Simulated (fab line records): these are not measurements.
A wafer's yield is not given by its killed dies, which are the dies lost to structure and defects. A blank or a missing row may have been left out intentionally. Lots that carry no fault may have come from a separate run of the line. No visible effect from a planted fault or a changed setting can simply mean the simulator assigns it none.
Problem report in the 8D (eight disciplines) form, filled by code | flow nand_harc | the parts of the form that need people (team, actions taken, sign-off) are left out

1. PROBLEM STATEMENT
raw_defect_count at NHARC_A_SGD_CUT_INSPECT_25 reads a mean of 1966 on 1 wafer of 1 lot; wafers without a fault read 394 with a standard deviation of 86. That puts it +18 standard deviations away from the usual mean.
First observed at day 24 19:43: wafer L710.1, on defect_inspect-02. At this step, 30 wafers from 10 lots have a number in the record. Rule for "out", or "out of limits": more than 4 standard deviations from the usual mean. The rest of the wafers with a number are treated as sound.

2. WHAT IT IS; WHAT IT IS NOT
question                    | is                | is not
which readings at this step | raw_defect_count  | -
which lots                  | L710              | L699, L700, L701, L711, L714, L716, L717, L718, L719
which wafers of those lots  | L710.1            | L710.2, L710.4
read on which gauges        | defect_inspect-02 | defect_inspect-01
when                        | from day 24 19:43 | up to then (11 sound wafers); but 18 sound wafers of L711, L714, L716, L717, L718, L719 came after

3. THE SUSPECTS, EACH WITH WHAT RULES IT OUT
Counting: a tool at a process step up to the reading stays a suspect if it ran every lot that is out. Sound lots after the first of them don't rule it out here, since some wafers of a struck lot are sound.
- the gauge at NHARC_A_SGD_CUT_INSPECT_25 has been ruled out. All the wafers that are out were read on defect_inspect-02, but those of them that NHARC_END_SORT_01 has rows for are out there too, on other tools.
- rie_diel-09 at NHARC_A_STAIRCASE_ETCHBACK_422 (etches the open film in CH3F/O2, target depth 40 nm, time 74.286 s): kept. It ran the lot that is out, L710 (day 24 10:35); its last sound lot up to then is L700 (day 20 07:35).
- rie_diel-11 at NHARC_A_SGD_CUT_ETCH_58 (etches the open film in CF4, target depth 39 nm, time 65 s): kept. It ran the lot that is out, L710 (day 24 12:55).
- rie_diel-06 at NHARC_A_SGD_CUT_ETCHBACK_24 (etches the open film in CH3F/O2, target depth 50 nm, time 92.857 s): kept. It ran the lot that is out, L710 (day 24 19:29); its last sound lot up to then is L699 (day 19 20:19).
- At NHARC_A_STAIRCASE_ETCHBACK_422, inside rie_diel-09: chamber 0 took the wafers that are out, while their sound lot-mates went through chambers 1, 2.
- At NHARC_A_SGD_CUT_ETCH_58, inside rie_diel-11: chamber 2 took the wafers that are out, while their sound lot-mates went through chambers 0, 1.
- At NHARC_A_SGD_CUT_ETCHBACK_24, inside rie_diel-06: chamber 2 took the wafers that are out, while their sound lot-mates went through chambers 0, 1.
rie_diel-09 at NHARC_A_STAIRCASE_ETCHBACK_422, rie_diel-11 at NHARC_A_SGD_CUT_ETCH_58 and rie_diel-06 at NHARC_A_SGD_CUT_ETCHBACK_24 are what is left after counting.

4. THE CAUSE (what the simulator had put in)
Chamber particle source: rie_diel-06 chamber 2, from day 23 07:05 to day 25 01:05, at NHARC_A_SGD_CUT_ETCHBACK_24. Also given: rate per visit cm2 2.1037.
3 suspects survive the count, and this tool is in that group.

5. THE EFFECT CHAIN, in route order
Rows list readings where the struck wafers' mean (over those with a number) sits beyond 3 standard deviations from the usual. Scope: only readings with a usual standard deviation given in the record; hours: median across lots of the time from each lot's start at the first step in this table that gives one to its start at this step; sigmas: change in usual standard deviations.
hours | step                       | reading          | usual | on struck wafers | change | sigmas
0     | NHARC_A_SGD_CUT_INSPECT_25 | raw_defect_count | 394   | 1966             | +1572  | +18
120   | NHARC_END_SORT_01          | killed_at_array  | 54    | 155              | +101   | +4.4
120   | NHARC_END_SORT_01          | killed_dies      | 59    | 161              | +102   | +4.4

6. WHAT WOULD HAVE CAUGHT IT SOONER
37 hours passed between the start of the fault at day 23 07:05 and the first reading out of limits at a measuring or inspecting step in this record, taken at day 24 19:43.
An alarm limit of 4 standard deviations would not have fired on the tool readings at NHARC_A_SGD_CUT_ETCHBACK_24 for which the record gives a usual standard deviation, since none of them was out on any struck wafer.
Each of the lots that are out, 1 in all, had begun NHARC_A_SGD_CUT_ETCHBACK_24 on rie_diel-06 no later than day 24 19:43. Had the tool been put on hold then, not one of them would have been saved.
